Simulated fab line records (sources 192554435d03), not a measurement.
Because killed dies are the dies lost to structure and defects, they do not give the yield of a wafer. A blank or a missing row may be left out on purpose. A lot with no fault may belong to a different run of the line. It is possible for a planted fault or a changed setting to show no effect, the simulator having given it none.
Which of the tools did it?    flow n5-finfet    Sampling: 24 lots, 72 wafers, 2 of 1938 route steps

== WHAT THE GAUGES READ, wafer by wafer ==
N5_FIN_SAQP_OVL_MEAS_17. Usual: for FIN_CORE_OVL the level is -0.1 nm and the standard deviation is 0.81.
lot   measured     on          FIN_CORE_OVL (nm)  flag
L074  day 1 22:55  overlay-01  0.4 -0.9 -0.8      
L075  day 2 03:32  overlay-01  1.6 0.6 1.0        
L076  day 2 09:44  overlay-01  -0.1 0.6 -1.4      
L077  day 2 15:20  overlay-02  0.7 -0.3 1.3       
L078  day 2 21:53  overlay-02  0.3 0.0 1.0        
L079  day 3 03:17  overlay-01  0.6 -0.6 0.7       
L080  day 3 09:49  overlay-01  0.3 0.1 -0.7       
L081  day 3 16:26  overlay-02  -0.5 -0.4 0.0      
L082  day 3 22:03  overlay-02  -0.3 -1.1 -0.4     
L083  day 4 04:46  overlay-02  -0.1 -1.6 -0.9     
L084  day 4 10:51  overlay-01  -0.6 0.0 0.8       
L085  day 4 16:17  overlay-01  0.5 -0.5 -0.5      
L086  day 5 00:41  overlay-01  1.8 -1.0 -0.1      
L087  day 5 06:19  overlay-02  -0.5 -0.7 -0.6     
L088  day 5 09:31  overlay-02  0.0 -0.4 1.3       
L089  day 5 16:12  overlay-01  0.7 1.3 0.2        
L090  day 5 22:20  overlay-02  0.3 -0.6 0.5       
L091  day 6 04:01  overlay-02  -0.6 -0.5 -0.5     
L092  day 6 09:34  overlay-01  -0.2 0.9 0.0       
L093  day 6 15:39  overlay-01  0.2 0.5 -0.3       
L094  day 6 21:52  overlay-02  0.7 0.6 -0.9       
L095  day 7 04:21  overlay-01  1.9 1.1 0.8        
L096  day 7 10:26  overlay-02  -1.2 -1.4 -1.6     
L097  day 7 15:38  overlay-01  0.8 -0.8 0.4       

== WHAT TOOL EACH LOT RAN ON (gives the tool, then ch and the chambers of the sampled wafers, and finally the start) ==
lot   N5_FIN_SAQP_HM_DEP_03
L074  pecvd-01 ch 0,1, day 1 22:05
L075  pecvd-01 ch 0,1, day 2 02:42
L076  pecvd-02 ch 0,2, day 2 08:50
L077  pecvd-02 ch 1,2, day 2 14:31
L078  pecvd-04 ch 0,2, day 2 21:01
L079  pecvd-04 ch 1,2, day 3 02:36
L080  pecvd-02 ch 0,1,2, day 3 09:00
L081  pecvd-04 ch 1,2, day 3 15:37
L082  pecvd-01 ch 1,2, day 3 21:12
L083  pecvd-04 ch 1,2, day 4 03:53
L084  pecvd-04 ch 1,2, day 4 09:55
L085  pecvd-04 ch 0,1, day 4 15:26
L086  pecvd-04 ch 0,1, day 4 23:53
L087  pecvd-01 ch 0,1, day 5 05:30
L088  pecvd-04 ch 1,2, day 5 08:42
L089  pecvd-04 ch 0,1, day 5 15:30
L090  pecvd-01 ch 0,2, day 5 21:31
L091  pecvd-04 ch 0,1, day 6 03:11
L092  pecvd-01 ch 0,1, day 6 08:52
L093  pecvd-02 ch 0,1,2, day 6 14:50
L094  pecvd-04 ch 1,2, day 6 21:02
L095  pecvd-04 ch 0,2, day 7 03:40
L096  pecvd-04 ch 0,1, day 7 09:37
L097  pecvd-04 ch 0,2, day 7 14:56
- N5_FIN_SAQP_HM_DEP_03: deposits SiNx from SiH4/NH3/N2, target thk 38 nm, time 33.6 s.

== WHAT THE TOOLS THEMSELVES READ (means of the sampled wafers that have a number; where no wafer has one, the mark that the record gives instead) ==
N5_FIN_SAQP_HM_DEP_03. Usual: heater-power-w 845 W, standard deviation 120; showerhead-plenum-p-Torr 5.12 Torr, standard deviation 0.077; throttle-valve-pct 40.2 %, standard deviation 1.6.
lot   tool      heater-power-w (W)  showerhead-plenum-p-Torr (Torr)  throttle-valve-pct (%)  flag
L074  pecvd-01  781                 5.21                             39.2                    
L075  pecvd-01  752                 5.21                             39.1                    
L076  pecvd-02  758                 5.16                             39.9                    
L077  pecvd-02  800                 5.14                             39.1                    
L078  pecvd-04  992                 5.13                             39.9                    
L079  pecvd-04  860                 5.06                             41.6                    
L080  pecvd-02  828                 5.14                             40.1                    
L081  pecvd-04  913                 5.11                             40.6                    
L082  pecvd-01  645                 5.21                             37.1                    
L083  pecvd-04  816                 5.06                             41.5                    
L084  pecvd-04  903                 5.06                             41.4                    
L085  pecvd-04  908                 5.03                             41.3                    
L086  pecvd-04  874                 5.03                             41.2                    
L087  pecvd-01  757                 5.17                             40.4                    
L088  pecvd-04  824                 5.07                             41.6                    
L089  pecvd-04  955                 5.06                             40.4                    
L090  pecvd-01  655                 5.13                             40.1                    
L091  pecvd-04  951                 5.03                             41.3                    
L092  pecvd-01  775                 5.17                             40.6                    
L093  pecvd-02  799                 5.13                             40.6                    
L094  pecvd-04  766                 5.05                             41.4                    
L095  pecvd-04  995                 5.10                             39.9                    
L096  pecvd-04  913                 5.06                             40.6                    
L097  pecvd-04  973                 5.14                             40.0                    

== THE ANSWER, worked out from the rows above alone ==
Rule: take the mean of a lot's wafers that have a number; if it is more than 3 standard deviations from the usual mean, the lot is off. A lot without any number at a reading at which 4 lots or more have one is off too. Where the step has rows for the other lots, those lots are counted as sound. First the gauges in route order, then the tools' own readings, where a lot's mean is used as printed above. The first step at which some lot is off is used, and at that step the reading that is off furthest; a lot without a number counts as furthest.
Nothing can be told from this: no lot is off at any reading shown.

== WHAT WAS PUT IN BY THE SIMULATOR ==
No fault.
